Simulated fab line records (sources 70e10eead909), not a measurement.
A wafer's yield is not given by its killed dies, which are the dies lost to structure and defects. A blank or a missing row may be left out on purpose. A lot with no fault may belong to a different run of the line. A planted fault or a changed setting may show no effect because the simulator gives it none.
Struck lot and sound lot, side by side	flow nand_harc	33 steps out of a route of 1159
Sound: these wafers, L433.2, L433.4, L433.6. Wafers L422.2, L422.4, L422.6 were the ones struck. The cause is given at the end.
Per side, at each step with rows, come the tool, then ch with its chambers, and then its first start. Under that, the readings that differ: sound wafers	struck wafers	difference of the means	sigmas: that difference in standard deviations of wafers without a fault.
alike: readings whose means differ by less than 2 such deviations, and words and numbers that are the same on both sides. not compared: withheld readings, readings that some wafer has no value for, bounds like >300 that may hide the same value, and numbers for which the record gives no deviation and whose values overlap.
Wherever a step has rows on one side only, a row that says differs or no value, or a row with sigmas, the two part there. Numbers that don't overlap but have no deviation are shown without sigmas and don't part them. A reading that every wafer of one side lacks parts them only if that side has two wafers or more.

first, 9 steps without rows for these wafers: NHARC_A_CHANNEL_HOLE_D1_COAT_36 (time 75 s); NHARC_A_CHANNEL_HOLE_D1_COAT_37 (time 65 s); NHARC_A_CHANNEL_HOLE_D1_COAT_04 (resist thk 90 nm); NHARC_A_CHANNEL_HOLE_D1_SOFTBAKE_05 (time 55 s); NHARC_A_CHANNEL_HOLE_D1_EBR_06; NHARC_A_CHANNEL_HOLE_D1_EXPOSE_07 (exposes mask HOLE D1, target cd 100 nm); NHARC_A_CHANNEL_HOLE_D1_PEB_08 (peb time 65 s); NHARC_A_CHANNEL_HOLE_D1_DEVELOP_09 (develop time 35 s); NHARC_A_CHANNEL_HOLE_D1_DESCUM_15 (chemistry O2, time 3 s).
NHARC_A_CHANNEL_HOLE_D1_ETCH_38: etches the open film in CF4, target depth 39 nm, time 65 s.
  sound on rie_diel-02 ch 1,3, day 13 15:32; struck on rie_diel-10 ch 1,2,3, day 11 21:35
  alike: drypump_motor_current_A, mfc_ar_sccm, oes_product_au, rf_vpp_V, showerhead_plenum_p_Torr, throttle_valve_pct
  not compared: rf_hours_counter_h
then, 20 steps without rows for these wafers: NHARC_A_CHANNEL_HOLE_D1_ETCH_39 (etches the open film in N2/H2, target depth 260 nm, time 325 s); NHARC_A_CHANNEL_HOLE_D1_ETCH_34 (etches the open film in CF4/CHF3, target depth 154 nm, time 77 s); NHARC_A_CHANNEL_HOLE_D1_ETCH_16 (etches the open film in O2/COS, target depth 3100 nm, time 806 s); NHARC_A_CHANNEL_HOLE_D1_ETCH_19 (etches the open film in C4F8/O2/Ar, time 34.5 s); NHARC_A_CHANNEL_HOLE_D1_ETCH_20 (etches the open film in C4F8/O2/Ar, time 361.9 s, target depth 1600 nm); NHARC_A_CHANNEL_HOLE_D1_ETCH_21 (etches the open film in C4F8/O2/Ar, time 514.3 s, target depth 1600 nm); NHARC_A_CHANNEL_HOLE_D1_ETCH_22 (etches the open film in C4F8/O2/Ar, time 666.7 s, target depth 1600 nm); NHARC_A_CHANNEL_HOLE_D1_ETCH_23 (etches the open film in C4F8/O2/Ar, time 819 s, target depth 1600 nm); NHARC_A_CHANNEL_HOLE_D1_ETCH_24 (etches the open film in C4F8/O2/Ar, time 906.2 s, target depth 1500 nm); NHARC_A_CHANNEL_HOLE_D1_ETCH_25 (etches the open film in C4F8/O2/Ar, time 1040.2 s, target depth 1500 nm); NHARC_A_CHANNEL_HOLE_D1_ETCH_26 (etches the open film in C4F8/O2/Ar, time 224.1 s, target depth 300 nm); NHARC_A_CHANNEL_HOLE_D1_ETCH_33 (etches the open film in C4F8/O2/Ar, time 90 s, target depth 400 nm); NHARC_A_CHANNEL_HOLE_D1_STRIP_41 (strips in N2/H2); NHARC_A_CHANNEL_HOLE_D1_STRIP_42 (strips in CF4/CHF3); NHARC_A_CHANNEL_HOLE_D1_STRIP_43 (strips in O2/COS); NHARC_A_CHANNEL_HOLE_D1_ETCH_44 (etches the open film in CF4/O2, target depth 140 nm, overetch 14 nm, time 77 s); NHARC_A_CHANNEL_HOLE_D1_STRIP_27 (strips in O2); NHARC_A_CHANNEL_HOLE_D1_PRECLEAN_28 (cleans in SC1); NHARC_A_CHANNEL_HOLE_D1_SRD_29; NHARC_A_CHANNEL_HOLE_D1_XSEM_31.
NHARC_A_CHANNEL_HOLE_D1_INSPECT_40:
  sound on defect_inspect-01 at day 13 22:31; struck on defect_inspect-01 at day 12 04:24
reading	sound	struck	difference	sigmas
raw_defect_count	63 44 56	297 320 319	+258	+16
then, 1 step without rows for these wafers: NHARC_A_CHANNEL_FILL_D1_PRECLEAN_00 (cleans in SC1).
-- break in the record here, with 10 days between the starts of the struck wafers on either side (left off in module A_CHANNEL_FILL_D1, picked up again in module END, where the first step shown is number 1159 on the route) --
NHARC_END_SORT_01:
  here the record holds rows for the struck wafers (prober-02 ch 0, day 22 16:19) but none for the sound ones

== WHERE THEY PART ==
Earliest at NHARC_A_CHANNEL_HOLE_D1_INSPECT_40; latest, in this record, at NHARC_END_SORT_01.

WHY: whatever the simulator had introduced
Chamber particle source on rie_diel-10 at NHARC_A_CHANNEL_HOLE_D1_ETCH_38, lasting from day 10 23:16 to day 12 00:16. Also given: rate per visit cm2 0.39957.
